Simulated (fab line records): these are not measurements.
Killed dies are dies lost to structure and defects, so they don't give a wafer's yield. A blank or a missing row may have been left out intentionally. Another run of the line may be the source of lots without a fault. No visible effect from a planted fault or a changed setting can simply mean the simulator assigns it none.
Matching of chambers :: flow nandHarc :: NHARC_A_STAIRCASE_ALD_420 on aldHk-02 has 4 sister chambers
The step deposits SiO2, target thk 20 nm, pulse time 6 s, ald cycles 200. 14 wafers are shown with their chamber, then 7 later ones without.

== WAFERS WITH THEIR CHAMBER ==
wafer: L349.1
chamber: 1
heaterPowerOuterW (W): 319
heaterPowerW (W): 492
precursorPulseHeightRel: 1.018

wafer: L349.2
chamber: 2
heaterPowerOuterW (W): 230
heaterPowerW (W): 431
precursorPulseHeightRel: 1.009

wafer: L349.3
chamber: 3
heaterPowerOuterW (W): 275
heaterPowerW (W): 529
precursorPulseHeightRel: 0.980

wafer: L351.3
chamber: 3
heaterPowerOuterW (W): 267
heaterPowerW (W): 518
precursorPulseHeightRel: 0.982

wafer: L351.5
chamber: 0
heaterPowerOuterW (W): 278
heaterPowerW (W): 482
precursorPulseHeightRel: 0.985

wafer: L351.6
chamber: 1
heaterPowerOuterW (W): 314
heaterPowerW (W): 486
precursorPulseHeightRel: 1.011

wafer: L354.3
chamber: 2
heaterPowerOuterW (W): 227
heaterPowerW (W): 430
precursorPulseHeightRel: 0.990

wafer: L354.5
chamber: 3
heaterPowerOuterW (W): 273
heaterPowerW (W): 518
precursorPulseHeightRel: 0.969

wafer: L354.6
chamber: 2
heaterPowerOuterW (W): 226
heaterPowerW (W): 427
precursorPulseHeightRel: 1.035

wafer: L364.1
chamber: 0
heaterPowerOuterW (W): 275
heaterPowerW (W): 489
precursorPulseHeightRel: 1.010

wafer: L364.2
chamber: 3
heaterPowerOuterW (W): 254
heaterPowerW (W): 493
precursorPulseHeightRel: 1.009

wafer: L364.5
chamber: 0
heaterPowerOuterW (W): 279
heaterPowerW (W): 494
precursorPulseHeightRel: 1.015

wafer: L368.1
chamber: 1
heaterPowerOuterW (W): 308
heaterPowerW (W): 475
precursorPulseHeightRel: 0.983

wafer: L368.2
chamber: 2
heaterPowerOuterW (W): 224
heaterPowerW (W): 423
precursorPulseHeightRel: 0.992

SIGNATURES (means of the wafers above)
reading: heaterPowerOuterW
chamber 0: 277.33
chamber 1: 313.67
chamber 2: 226.75
chamber 3: 267.25
scatter within a chamber: 5.97

reading: heaterPowerW
chamber 0: 488.33
chamber 1: 484.33
chamber 2: 427.75
chamber 3: 514.50
scatter within a chamber: 9.78

reading: precursorPulseHeightRel
chamber 0: 1.00333
chamber 1: 1.00400
chamber 2: 1.00650
chamber 3: 0.98500
scatter within a chamber: 0.0184
Rule: for each reading, subtract the chamber's mean from the wafer's reading, divide by that reading's scatter and square the result; add these up over the readings and take the root, which gives the wafer's distance from the chamber. The wafer belongs to the nearest chamber; if the next one is less than 2 further off, it can't be placed. The scatter is the square root of a quotient: the sum, over the shown wafers, of each reading's squared deviation from its chamber's mean, divided by wafers minus chambers.

== WAFERS MISSING THEIR CHAMBER ==
wafer: L368.6
heaterPowerOuterW (W): 284
heaterPowerW (W): 490
precursorPulseHeightRel: 0.983

wafer: L369.2
heaterPowerOuterW (W): 243
heaterPowerW (W): 486
precursorPulseHeightRel: 0.976

wafer: L369.3
heaterPowerOuterW (W): 317
heaterPowerW (W): 488
precursorPulseHeightRel: 0.987

wafer: L369.6
heaterPowerOuterW (W): 226
heaterPowerW (W): 419
precursorPulseHeightRel: 1.024

wafer: L371.1
heaterPowerOuterW (W): 230
heaterPowerW (W): 429
precursorPulseHeightRel: 1.019

wafer: L371.3
heaterPowerOuterW (W): 251
heaterPowerW (W): 502
precursorPulseHeightRel: 0.998

wafer: L371.6
heaterPowerOuterW (W): 324
heaterPowerW (W): 486
precursorPulseHeightRel: 0.990

== THE CHAMBER EACH PASSED THROUGH ==
wafer: L368.6
from the rows above: 0
in truth: 0

wafer: L369.2
from the rows above: can't be placed: 3 or 0 or 2
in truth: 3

wafer: L369.3
from the rows above: 1
in truth: 1

wafer: L369.6
from the rows above: 2
in truth: 2

wafer: L371.1
from the rows above: 2
in truth: 2

wafer: L371.3
from the rows above: can't be placed: 3 or 0
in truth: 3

wafer: L371.6
from the rows above: 1
in truth: 1
5 of 7 placed correctly. Cannot be placed on the basis of these rows: 2; the candidates contain the true chamber in 2. Number placed wrongly: 0.
